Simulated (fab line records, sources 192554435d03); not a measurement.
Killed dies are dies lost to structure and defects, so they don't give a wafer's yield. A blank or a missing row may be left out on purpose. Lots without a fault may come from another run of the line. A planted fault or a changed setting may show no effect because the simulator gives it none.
Split-lot experiment | flow n5_finfet | 7 lots, 39 wafers read, on a route of 1938 steps

THE SPLIT
At N5_BEOL_M13_ETCH_59 (etches BARC in N2/H2, target depth 89 nm, overetch 26.7 nm, time 67.9 s), the setting time_s was moved away from the recipe's 67.9 s on 12 of the 39 wafers read, by -36.3% to +53.8%. The other wafers ran this setting at the recipe's value.

The file shows no step between the split and the reading.

THE READING
coat_of_BEOL_M13_COAT_04.thk_nm (the simulator's own value, which no gauge read), in nm, at N5_BEOL_M13_VIA_ETCH_16 (etches SiOC in C4F8/O2/Ar, target depth 921.7 nm). The file gives no usual value for it. The 27 wafers here that ran the recipe average 70.4 nm, standard deviation 3.5 nm.

wafer  | tool, chamber at the split | time_s as run, s | against the recipe | coat_of_BEOL_M13_COAT_04.thk_nm, nm | against lot-mates on the recipe
L074.1 | rie_diel-06, 1             | 67.9             | recipe             | 75.2                                | -
L074.2 | rie_diel-06, 0             | 67.9             | recipe             | 69.4                                | -
L074.3 | rie_diel-06, 2             | 67.9             | recipe             | 74                                  | -
L074.4 | rie_diel-06, 3             | 67.9             | recipe             | 66.4                                | -
L074.5 | rie_diel-06, 0             | 67.9             | recipe             | 68.4                                | -
L074.6 | rie_diel-06, 3             | 67.9             | recipe             | 65                                  | -
L076.1 | rie_diel-01, 2             | 51.7             | -23.9%             | 86.2                                | +14.1
L076.2 | rie_diel-01, 0             | 67.9             | recipe             | 75                                  | -
L076.3 | rie_diel-01, 3             | 51.7             | -23.9%             | 88                                  | +15.9
L076.4 | rie_diel-01, 1             | 67.9             | recipe             | 69.2                                | -
L076.5 | rie_diel-01, 1             | 51.7             | -23.9%             | 82                                  | +9.9
L076.6 | rie_diel-01, 2             | 67.9             | recipe             | 72.2                                | -
L079.1 | rie_diel-01, 1             | 67.9             | recipe             | 75.8                                | -
L079.2 | rie_diel-01, 3             | 46.91            | -30.9%             | 95                                  | +23.3
L079.3 | rie_diel-01, 2             | 46.91            | -30.9%             | 95.6                                | +23.9
L079.4 | rie_diel-01, 0             | 67.9             | recipe             | 69.4                                | -
L079.5 | rie_diel-01, 0             | 46.91            | -30.9%             | 95.4                                | +23.7
L079.6 | rie_diel-01, 1             | 67.9             | recipe             | 69.8                                | -
L087.1 | rie_diel-06, 3             | 67.9             | recipe             | 69.2                                | -
L087.2 | rie_diel-06, 0             | 43.25            | -36.3%             | 98.4                                | +29.5
L087.3 | rie_diel-06, 1             | 43.25            | -36.3%             | 99.4                                | +30.5
L087.4 | rie_diel-06, 2             | 43.25            | -36.3%             | 90.6                                | +21.7
L087.5 | rie_diel-06, 0             | 67.9             | recipe             | 69.6                                | -
L087.6 | rie_diel-06, 3             | 67.9             | recipe             | 67.8                                | -
L091.3 | rie_diel-01, 0             | 67.9             | recipe             | 73.4                                | -
L091.4 | rie_diel-01, 2             | 67.9             | recipe             | 77                                  | -
L091.5 | rie_diel-01, 2             | 67.9             | recipe             | 73.6                                | -
L090.1 | rie_diel-06, 0             | 104.4            | +53.8%             | 33                                  | -37.2
L090.2 | rie_diel-06, 2             | 67.9             | recipe             | 75                                  | -
L090.3 | rie_diel-06, 1             | 104.4            | +53.8%             | 41.4                                | -28.8
L090.4 | rie_diel-06, 3             | 67.9             | recipe             | 70.4                                | -
L090.5 | rie_diel-06, 0             | 104.4            | +53.8%             | 32.6                                | -37.6
L090.6 | rie_diel-06, 3             | 67.9             | recipe             | 65.2                                | -
L092.1 | rie_diel-06, 2             | 67.9             | recipe             | 70                                  | -
L092.2 | rie_diel-06, 0             | 67.9             | recipe             | 67.2                                | -
L092.3 | rie_diel-06, 3             | 67.9             | recipe             | 68.8                                | -
L092.4 | rie_diel-06, 1             | 67.9             | recipe             | 72.6                                | -
L092.5 | rie_diel-06, 2             | 67.9             | recipe             | 65.8                                | -
L092.6 | rie_diel-06, 3             | 67.9             | recipe             | 64.4                                | -

THE FIT
A straight line over all 39 wafers: coat_of_BEOL_M13_COAT_04.thk_nm changes by -0.683 nm for each +1% of time_s; r = -0.97; the points scatter about the line by 3.7 nm.
The same after taking each lot's own level away (the mean of its wafers on the recipe; 39 wafers): -0.677 nm for each +1%; r = -0.97; scatter 3.4 nm.
On that fit, the largest move of time_s shifts the reading by 36 nm.
The lots' own levels span 68.13 to 74.67 nm, that is 1.8 times the standard deviation above.
So the lot-to-lot level changes the slope little: the two slopes agree.
Check: with one of the wafers moved furthest among these (+53.8%) left out of the fit, the line predicts -35.7 nm for it against its lot-mates. It came out at -37.2 nm against them.

THE WHOLE CHAIN: every reading that the file lists as answering this split, in the file's order
step                    | what it does                                                            | reading                                                                          | change (the file's fit)               | r (the file's)
N5_BEOL_M13_ETCH_59     | etches BARC in N2/H2, target depth 89 nm, overetch 26.7 nm, time 67.9 s | coat_of_BEOL_M13_COAT_04.thk_nm (the simulator's own value, which no gauge read) | -0.651 nm for each +1% of the setting | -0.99
N5_BEOL_M13_VIA_ETCH_16 | etches SiOC in C4F8/O2/Ar, target depth 921.7 nm                        | coat_of_BEOL_M13_COAT_04.thk_nm (the simulator's own value, which no gauge read) | -0.679 nm for each +1% of the setting | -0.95
N5_BEOL_M13_STRIP_63    | strips in N2/H2                                                         | strip_time_to_endpoint_s                                                         | withheld for each +1% of the setting  | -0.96

THE FILE'S OWN FIT
coat_of_BEOL_M13_COAT_04.thk_nm changes by -0.679 nm for each +1% of time_s, r = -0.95.
